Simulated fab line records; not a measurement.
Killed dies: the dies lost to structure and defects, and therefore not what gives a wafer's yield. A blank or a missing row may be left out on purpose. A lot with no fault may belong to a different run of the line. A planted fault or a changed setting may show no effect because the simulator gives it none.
Split-lot study + flow n5 finfet + 7 lots, 21 wafers read, on a route of 1938 steps

## THE SPLIT
At N5_BEOL_M0_TRENCH_ETCH_107 (etches SiOC in C4F6/O2, target depth 32.8 nm, time 16.4 s), the setting target depth a was moved away from the recipe's 328 angstrom on 7 of the 21 wafers read, by -9.5% to +11.8%. This setting was run at the recipe's value on the other wafers.

## SPLIT TO READING: what lies between them in the file, 1 step
- N5_BEOL_M0_STRIP_142: strips in N2/H2, time 10 s

## THE READING
trench depth nm, in nm, at N5_BEOL_M0_OCD_MEAS_108. Typical for fault-free wafers on this fab line: 32.7 nm, with standard deviation 0.54 nm.

| wafer  | tool, chamber at the split | target depth a as run, angstrom | against the recipe | trench depth nm, nm | against lot-mates on the recipe |
|--------|----------------------------|---------------------------------|--------------------|---------------------|---------------------------------|
| L074.1 | rie diel-05, 3             | 338.8                           | +3.3%              | 33.8                | +0.9                            |
| L074.2 | rie diel-05, 1             | 338.8                           | +3.3%              | 33.9                | +1.0                            |
| L074.5 | rie diel-05, 3             | 328                             | recipe             | 32.9                | -                               |
| L077.4 | rie diel-04, 0             | 309.7                           | -5.6%              | 30.4                | -2.3                            |
| L077.5 | rie diel-04, 0,1           | 328                             | recipe             | 32.8                | -                               |
| L077.6 | rie diel-04, 0,1           | 328                             | recipe             | 32.6                | -                               |
| L076.3 | rie diel-01, 1             | 328                             | recipe             | 33.5                | -                               |
| L076.4 | rie diel-01, 0             | 339.3                           | +3.4%              | 34.3                | +1.0                            |
| L076.6 | rie diel-01, 2             | 328                             | recipe             | 33.1                | -                               |
| L078.2 | rie diel-04, 3             | 328                             | recipe             | 33.4                | -                               |
| L078.3 | rie diel-04, 1,2           | 328                             | recipe             | 32.4                | -                               |
| L078.6 | rie diel-04, 1,2           | 328                             | recipe             | 32.3                | -                               |
| L086.1 | rie diel-05, 2             | 297                             | -9.5%              | 29.2                | -3.7                            |
| L086.2 | rie diel-05, 0             | 328                             | recipe             | 32.9                | -                               |
| L086.3 | rie diel-05, 3             | 297                             | -9.5%              | 29.6                | -3.3                            |
| L087.2 | rie diel-01, 0,3           | 328                             | recipe             | 33.4                | -                               |
| L087.5 | rie diel-01, 0,3           | 328                             | recipe             | 33.3                | -                               |
| L087.6 | rie diel-01, 0             | 366.6                           | +11.8%             | 36.9                | +3.6                            |
| L091.2 | rie diel-01, 2             | 328                             | recipe             | 33.3                | -                               |
| L091.3 | rie diel-01, 1             | 328                             | recipe             | 32.5                | -                               |
| L091.4 | rie diel-01, 3             | 328                             | recipe             | 31.8                | -                               |
Rows listing several chambers each stand for several wafers; the file does not say which wafer went through which chamber.

FIT RESULTS
A straight line over all 21 wafers: trench depth nm changes by +0.362 nm for each +1% of target depth a; r = +0.96; the points scatter about the line by 0.44 nm.
The same after taking each lot's own level away (the mean of its wafers on the recipe; 21 wafers): +0.341 nm for each +1%; r = +0.97; scatter 0.36 nm.
That fit puts the effect of the largest move of target depth a on the reading at 4 nm.
The lots' own levels span 32.53 to 33.35 nm, that is 1.5 times the standard deviation above.
Consequently the slope shifts little with the lot-to-lot level, the two slopes agreeing.
Check: with one of the wafers moved furthest among these (+11.8%) left out of the fit, the line predicts +4.19 nm for it against its lot-mates. Against them it came out at +3.55 nm.

## OTHER SPLITS ON THESE WAFERS
These wafers also went through other splits before the reading. Each is held against what the fit with the lots' levels taken away leaves over:
| other split on the same wafers   | wafers away from the commonest value | r with trench depth nm (lot level and that fit taken away) |
|----------------------------------|--------------------------------------|------------------------------------------------------------|
| N5_BEOL_M0_SAQP_COAT_81 spin rpm | 8                                    | -0.06                                                      |
| N5_BEOL_M0_ETCH_128 source w     | 8                                    | -0.03                                                      |

## THE WHOLE CHAIN: every reading that the file lists as answering this split, in the file's order
| step                       | what it does                                              | reading                                                                   | change (the file's fit)               | r (the file's) |
|----------------------------|-----------------------------------------------------------|---------------------------------------------------------------------------|---------------------------------------|----------------|
| N5_BEOL_M0_TRENCH_ETCH_107 | etches SiOC in C4F6/O2, target depth 32.8 nm, time 16.4 s | BEOL_M0.feature depth nm (the simulator's own value, which no gauge read) | +0.325 nm for each +1% of the setting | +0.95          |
| N5_BEOL_M0_OCD_MEAS_108    |                                                           | trench depth nm                                                           | +0.335 nm for each +1% of the setting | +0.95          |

## FILE'S OWN FIT
trench depth nm changes by +0.335 nm for each +1% of target depth a, r = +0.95.
